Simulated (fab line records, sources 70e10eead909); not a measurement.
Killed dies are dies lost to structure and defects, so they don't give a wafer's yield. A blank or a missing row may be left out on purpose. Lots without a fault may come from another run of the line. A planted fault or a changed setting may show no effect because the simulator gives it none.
fab line records | flow nand_harc
record lots=6 wafers=18 last_day=23
route steps=1159 shown A_SGD_CUT@773 A_SLIT@779 END@1159
lots that met no fault: from a run of the same line without faults
start_h: hours from the record's first day to the start of the lot's first wafer shown | wait_h: hours since the lot's step before | " the same as in the row above | L1.1+2: a row that stands for several wafers | - no value, or no start given | * or withheld: withheld | < > ~ a bound
route shown NAME@n: a module of which the file shows steps, and the number in the route of the first | usual: mean/standard deviation of fault-free wafers | same: alike in all rows | chamber/n: place in a boat | sites: the reading at each site | _std_site: their standard deviation | _edge_site: outer sites' mean less inner sites' | radius_mm: how far each site lies from the wafer's centre | mask NAME#n: copy n | behind: the tool/chamber that last shaped the wafer | hold: why the lot was held/for how many hours/how that ended | device: the transistor (n, p or np) that didn't switch | end of line: the same wafers' tests at the end of the route | a step without rows: its recipe alone | killed: dies lost to structure and defects at the first sort, not the wafer's yield | map: a wafer's dies, x killed, . not, _ none there
set.NAME: the setting as run; set.NAME@STEP: as run at that earlier step | model.NAME: the simulator's own value behind a step, which no gauge read
lots at some steps of the route; a table a step, a row a wafer
services: from which hour (start_h, from the record's first day; less than 0 if before it) a tool's chamber was out of use, for how many hours, and why
## steps
# step NHARC_A_SGD_CUT_THK_MEAS_22
# recipe thk_meas_gauge=ellipsometry
# usual thk_nm=148.0/1.5
# columns lot.wafer tool chamber start_h wait_h thk_nm
L825.1 film_metro-01 - 346.58 0.2 148.5
L825.2 " - " " 147.4
L825.4 " - " " 145.3
L827.2 film_metro-01 - 364.44 0.2 147.7
L827.3 " - " " 151.0
L827.4 " - " " 149.9
L828.1 film_metro-02 - 385.29 0.2 148.3
L828.2 " - " " 150.3
L828.3 " - " " 147.6
L831.1 film_metro-02 - 385.43 0.2 148.6
L831.2 " - " " 149.1
L831.4 " - " " 148.9
L835.2 film_metro-02 - 422.72 0.2 148.6
L835.5 " - " " 149.2
L835.6 " - " " 149.1
L838.1 film_metro-02 - 437.97 0.2 148.3
L838.5 " - " " 145.1
L838.6 " - " " 144.5
# step NHARC_A_SGD_CUT_SRD_23
# step NHARC_A_SGD_CUT_ETCH_26
# recipe target_depth_a=458 chemistry=dHF material=SiO2
# step NHARC_A_SGD_CUT_ETCHBACK_24
# recipe target_depth_a=500 over_etch_frac=0.3 time_s=92.857 ion_energy_ev=120 ch3f_flow_sccm=50 o2_flow_sccm=30 ar_flow_sccm=200 rf_w=500 bias_w=100 chemistry=CH3F/O2
# usual drypump_motor_current_A=5.8/0.52 mfc_ar_sccm=200.0/0.65 oes_product_au=0.97/0.038 rf_vpp_V=244.8/1.5 showerhead_plenum_p_Torr=2.49/0.092 throttle_valve_pct=20.663/0.0089
# columns lot.wafer tool chamber start_h wait_h drypump_motor_current_A mfc_ar_sccm oes_product_au rf_hours_counter_h rf_vpp_V showerhead_plenum_p_Torr throttle_valve_pct
L825.1 rie_diel-01 3 346.80 0.1 6.5 201.4 1.01 1 243.3 2.35 20.666
L825.4 " 1 " " 6.3 199.3 0.99 1 244.7 2.57 20.654
L825.2 " 2 " " 4.9 199.5 1.00 1 243.4 2.41 20.661
L827.2 rie_diel-01 3 364.66 0.1 6.4 200.9 0.95 2 242.5 2.35 20.653
L827.4 " 0 " " 6.4 199.8 0.95 2 246.4 2.57 20.660
L827.3 " 1 " " 6.3 200.4 0.92 3 246.2 2.57 20.670
L828.2 rie_diel-01 2 385.51 0.1 4.8 200.7 1.01 4 243.2 2.41 20.676
L828.3 " 0 " " 6.3 200.0 1.00 4 246.3 2.57 20.666
L828.1 " 1 " " 6.3 200.5 0.99 4 245.3 2.57 20.659
L831.2 rie_diel-10 3 385.66 0.1 6.0 199.5 0.91 4 242.6 2.35 20.659
L831.1 " 0 " " 5.8 200.4 0.93 3 244.2 2.38 20.664
L831.4 " 1 " " 6.1 199.6 0.92 2 244.9 2.44 20.669
L835.2 rie_diel-01 1 422.97 0.2 6.3 200.0 0.92 7 246.1 2.57 20.656
L835.5 " 3 " " 6.4 200.2 0.94 - 242.9 2.34 20.659
L835.6 " 0 " " 6.4 199.8 0.93 - 244.9 2.57 20.651
L838.1 rie_diel-01 0 438.27 0.2 6.4 199.5 1.01 8 247.7 2.57 20.658
L838.6 " 3 " " 6.5 198.7 1.01 - 242.5 2.34 20.663
L838.5 " 0 " " 6.3 200.0 1.00 - 244.9 2.57 20.660
# step NHARC_A_SGD_CUT_STRIP_28
# recipe time_s=20 o2_flow_sccm=500 ar_flow_sccm=0 bias_w=0 chemistry=O2
# usual drypump_motor_current_A=5.8/0.53 mfc_ar_sccm=0.006/0.0077 oes_product_au=1.004/0.0093 rf_vpp_V=57.9/0.9 showerhead_plenum_p_Torr=3.57/0.13 throttle_valve_pct=17.036/0.0085
# columns lot.wafer tool chamber start_h wait_h drypump_motor_current_A mfc_ar_sccm oes_product_au rf_hours_counter_h rf_vpp_V showerhead_plenum_p_Torr throttle_valve_pct
L825.1 rie_diel-01 2 - - 4.9 0.011 1.002 1 55.8 3.47 17.047
L825.2 " 3 " " 6.5 0.023 1.010 1 55.7 3.37 17.035
L825.4 " 0 " " 6.4 0.018 0.997 1 58.0 3.68 17.037
L827.3 rie_diel-01 2 - - 4.9 0.011 1.002 2 57.3 3.47 17.026
L827.4 " 3 " " 6.5 0.023 1.009 2 57.7 3.37 17.044
L827.2 " 0 " " 6.4 0.018 0.993 2 58.1 3.68 17.042
L828.2 rie_diel-01 3 - - 6.5 0.023 1.002 4 57.5 3.37 17.035
L828.3 " 0 " " 6.4 0.018 0.994 4 59.1 3.68 17.028
L828.1 " 1 " " 6.3 0.005 0.987 4 58.1 3.68 17.041
L831.2 rie_diel-10 0 - - 5.9 0 0.998 3 57.4 3.42 17.044
L831.1 " 1 " " 6.1 0 1.010 2 56.7 3.50 17.056
L831.4 " 2 " " 5.5 0 0.988 4 56.8 3.54 17.040
L835.2 rie_diel-01 3 - - 6.5 0.023 1.010 7 57.0 3.37 17.028
L835.5 " 1 " " 6.3 0.005 0.986 - 58.7 3.68 17.025
L835.6 " 2 " " 4.9 0.011 1.002 - 57.3 3.46 17.035
L838.1 rie_diel-01 2 - - 4.9 0.011 1.009 8 58.1 3.46 17.034
L838.6 " 2 " " 4.9 0.011 0.997 - 56.6 3.46 17.026
L838.5 " 3 " " 6.5 0.023 1.019 - 57.7 3.37 17.054
# step NHARC_A_SGD_CUT_INSPECT_25
# usual raw_defect_count=315/88
# columns lot.wafer tool chamber start_h wait_h raw_defect_count
L825.1 defect_inspect-01 - 347.04 - 406
L825.2 " - " " 506
L825.4 " - " " 380
L827.2 defect_inspect-01 - 364.91 - 302
L827.3 " - " " 461
L827.4 " - " " 201
L828.1 defect_inspect-02 - 385.75 - 227
L828.2 " - " " 273
L828.3 " - " " 310
L831.1 defect_inspect-01 - 385.96 - 277
L831.2 " - " " 341
L831.4 " - " " 319
L835.2 defect_inspect-01 - 423.19 - 399
L835.5 " - " " 374
L835.6 " - " " 465
L838.1 defect_inspect-01 - 438.50 - 274
L838.5 " - " " 236
L838.6 " - " " 319
# step NHARC_A_SLIT_DEP_25
# recipe target_thk_a=2000 temp_c=400 pressure_torr=6.5 rf_w=900 teos_flow_sccm=161.4 flow_sccm=2650 target_thk_nm=200 gas=O2 material=SiO2
# usual heater_power_w=557/77 throttle_valve_pct=16.0/0.41
# columns lot.wafer tool chamber start_h wait_h heater_power_w since_wet_clean_h throttle_valve_pct
L825.2 pecvd-01 0 347.15 0.1 594 97 15.7
L825.1 " 1 " " 536 97 16.7
L825.4 " 0 " " 604 - 15.6
L827.2 pecvd-02 0 364.97 0.1 479 18 15.9
L827.3 " 1 " " 432 18 16.4
L827.4 " 0 " " 474 - 15.7
L828.1 pecvd-02 2 385.82 0.1 543 39 15.5
L828.2 " 0 " " 490 39 16.3
L828.3 " 1 " " 397 39 16.4
L831.1 pecvd-01 0 386.06 0.1 613 136 15.7
L831.2 " 1 " " 523 136 16.7
L831.4 " 1 " " 551 - 16.9
L835.2 pecvd-04 0 423.29 0.1 417 34 15.6
L835.6 " 0 " " 426 - 15.9
L835.5 " 1 " " 514 - 15.5
L838.1 pecvd-01 1 438.62 0.1 554 7 16.6
L838.6 " 0 " " 593 - 15.6
L838.5 " 1 " " 585 - 16.5
# step NHARC_A_SLIT_DEP_00
# recipe target_thk_a=32000 temp_c=400 material=aC
# usual throttle_valve_pct=35.000/0.0095
# columns lot.wafer tool chamber start_h wait_h throttle_valve_pct
L825.1 acl_dep-01 0 349.75 - 35.014
L825.2 " 0 " " 34.987
L825.4 " 0 " " 35.002
L827.2 acl_dep-03 0 369.17 - 34.992
L827.3 " 0 " " 34.997
L827.4 " 0 " " 34.999
L828.1 acl_dep-02 0 386.16 - 34.981
L828.2 " 0 " " 34.995
L828.3 " 0 " " 34.997
L831.1 acl_dep-01 0 386.39 - 35.000
L831.2 " 0 " " 34.998
L831.4 " 0 " " 34.995
L835.2 acl_dep-03 0 424.75 - 34.997
L835.5 " 0 " " 35.027
L835.6 " 0 " " 35.011
L838.1 acl_dep-01 0 439.02 0.3 35.003
L838.5 " 0 440.31 1.4 34.998
L838.6 " 0 " " 34.991
# step NHARC_A_SLIT_DEP_23
# recipe target_thk_a=1000 target_thk_nm=100 temp_c=400 pressure_torr=3.5 flow_sccm=200 rf_w=350 material=SiON
# usual heater_power_w=744/89
# columns lot.wafer tool chamber start_h wait_h heater_power_w since_wet_clean_h
L825.2 pecvd-02 0 351.75 1.3 703 5
L825.1 " 1 " " 595 5
L825.4 " 0 " " 711 -
L827.2 pecvd-04 1 370.85 1.4 664 163
L827.3 " 2 " " 880 163
L827.4 " 0 " " 688 -
L828.2 pecvd-01 1 388.27 1.5 810 138
L828.3 " 2 " " 745 138
L828.1 " 0 " " 818 138
L831.1 pecvd-02 2 388.35 1.6 872 41
L831.2 " 0 " " 685 41
L831.4 " 1 " " 673 -
L835.2 pecvd-02 0 426.44 1.4 671 79
L835.5 " 0 " " 677 -
L835.6 " 1 " " 686 -
L838.1 pecvd-01 1 440.97 1.6 852 10
L838.5 " 1 " " 872 -
L838.6 " 0 " " 814 -
# step NHARC_A_SLIT_DEHYDRATE_01
# recipe temp_c=150 time_s=120
# step NHARC_A_SLIT_HMDS_02
# recipe time_s=30
# step NHARC_A_SLIT_COAT_03
# recipe spin_rpm=1500 resist_thk_nm=90
# step NHARC_A_SLIT_SOFTBAKE_04
# recipe temp_c=105 time_s=55
# usual heater_power_total_W=188.46/0.14
# columns lot.wafer tool chamber start_h wait_h heater_power_total_W
L825.1 litho_track-06 0 352 - 188.65
L825.2 " 0 " " 188.59
L825.4 " 0 " " 188.43
L827.2 litho_track-06 0 371 - 195.66
L827.3 " 0 " " 195.66
L827.4 " 0 " " 195.80
L828.1 litho_track-06 0 388 - 195.65
L828.2 " 0 " " 195.45
L828.3 " 0 " " 195.92
L831.1 litho_track-04 0 388 - 188.35
L831.2 " 0 " " 188.34
L831.4 " 0 " " 188.41
L835.2 litho_track-04 0 426 - 188.48
L835.5 " 0 " " 188.31
L835.6 " 0 " " 188.27
L838.1 litho_track-04 0 441 - 188.43
L838.5 " 0 " " 188.48
L838.6 " 0 " " 188.39
# step NHARC_A_SLIT_EBR_05
# step NHARC_END_SORT_01
# recipe temp_c=25
# usual killed_at_array=26/10 killed_at_other=0.5/0.87 killed_at_periphery=3.0/2.5 killed_dies=29/11 killed_open=3.3/1.9 killed_short=1.8/1.5
# same gross_dies=677
# columns lot.wafer tool chamber start_h wait_h killed_at_array killed_at_other killed_at_periphery killed_dies killed_open killed_short
L825.1 prober-01 0 482.02 2.5 24 2 2 28 4 1
L825.2 prober-01 0 482.82 2.8 27 0 3 30 1 3
L825.4 prober-01 0 484.43 3.4 29 0 1 30 2 4
L827.2 prober-01 0 492.10 2.8 30 0 2 32 5 1
L827.3 prober-01 0 492.89 3.1 26 0 0 26 3 2
L827.4 prober-01 0 493.68 3.4 22 0 1 23 1 1
# killed by level:class
L825.1 A_CHANNEL_HOLE_D1:chamber_film_flake=17 A_M1:chamber_film_flake=2 P_M0:geometric_particle:open=1 A_ONON_D1:geometric_particle:open=1 A_CHANNEL_HOLE_D1:geometric_particle:open=1 A_CHANNEL_FILL_D1:geometric_particle:open=1 STARTING-WAFER:geometric_particle:short=1 P_GATE:chamber_film_flake=1
L825.2 A_CHANNEL_HOLE_D1:chamber_film_flake=20 A_CONTACT:chamber_film_flake=2 P_M0:chamber_film_flake=2 P_M0:geometric_particle:short=1 A_SOURCE_PLATE:geometric_particle:short=1 A_SOURCE_PLATE:geometric_particle:open=1 A_ONON_D1:geometric_particle:short=1 A_CHANNEL_FILL_D1:chamber_film_flake=1
L825.4 A_CHANNEL_HOLE_D1:chamber_film_flake=18 A_WL_FILL:geometric_particle:short=2 A_CONTACT:geometric_particle:open=2 A_SLIT:chamber_film_flake=2 A_ONON_D1:geometric_particle:short=1 A_CONTACT:geometric_particle:short=1 P_M0:chamber_film_flake=1 A_CHANNEL_FILL_D1:chamber_film_flake=1
L827.2 A_CHANNEL_HOLE_D1:chamber_film_flake=7 A_SLIT:chamber_film_flake=7 A_CONTACT:chamber_film_flake=7 A_ONON_D1:geometric_particle:open=3 P_CONTACT:geometric_particle:open=1 A_SOURCE_PLATE:geometric_particle:open=1 A_CONTACT:geometric_particle:short=1 P_GATE:chamber_film_flake=1
L827.3 A_CHANNEL_HOLE_D1:chamber_film_flake=7 A_SLIT:chamber_film_flake=7 A_STAIRCASE:chamber_film_flake=2 A_WL_FILL:geometric_particle:open=2 A_WL_FILL:chamber_film_flake=2 A_CONTACT:chamber_film_flake=2 A_ONON_D1:geometric_particle:short=1 A_CHANNEL_FILL_D1:geometric_particle:open=1
L827.4 A_SLIT:chamber_film_flake=14 A_CHANNEL_HOLE_D1:chamber_film_flake=3 A_WL_FILL:chamber_film_flake=2 A_CHANNEL_HOLE_D1:geometric_particle:short=1 A_CHANNEL_FILL_D1:geometric_particle:open=1 P_GATE:chamber_film_flake=1 A_STAIRCASE:chamber_film_flake=1
## services
# columns tool chamber start_h hours kind
rie_diel-01 0 323.84 - clean
rie_diel-01 1 323.84 - clean
rie_diel-01 2 323.84 - clean
rie_diel-01 3 323.84 - clean
pecvd-01 1 328.00 3.8 repair
pecvd-02 - 334.00 13.0 pm
pecvd-04 1 335.33 24.7 repair
rie_diel-01 - 342.15 0.8 repair
rie_diel-10 3 342.63 3.3 repair
rie_diel-01 0 348.34 - clean
rie_diel-01 1 348.34 - clean
rie_diel-01 2 348.34 - clean
rie_diel-01 3 348.34 - clean
acl_dep-02 - 349.11 13.0 pm
rie_diel-10 - 353.51 9.0 pm
rie_diel-10 1 365.55 6.6 repair
rie_diel-01 0 372.84 - clean
rie_diel-01 1 372.84 - clean
pecvd-04 - 376.00 13.0 pm
rie_diel-01 1 405.93 4.3 repair
acl_dep-03 - 406.33 13.0 pm
pecvd-01 - 418.40 13.0 pm
rie_diel-10 1 434.23 1.6 repair
pecvd-01 2 435.20 15.0 repair
## key
first_sign step=NHARC_A_SLIT_SOFTBAKE_04 reading=heater_power_total_W direction=up sigmas=51 usual=* struck=*
effect none on later readings
met_at NHARC_A_SLIT_SOFTBAKE_04
struck_wafers L827.2,L827.3,L827.4,L828.1,L828.2,L828.3
tester_left_out L827,L828
onset_between 352 371
fault kind=process_parameter_drift tool=litho_track-06 chamber=- onset_h=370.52 steps=NHARC_A_SLIT_SOFTBAKE_04 channel=time_s offset=* shape=step end_h=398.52 acts_in=* stated=*
# tester_left_out: of these lots the tester's yield and bins aren't shown, on N5 and GAA mostly nor the transistor test; their killed dies are dies lost to structure and defects alone, not to doping, threshold or leakage, so they don't give the yield
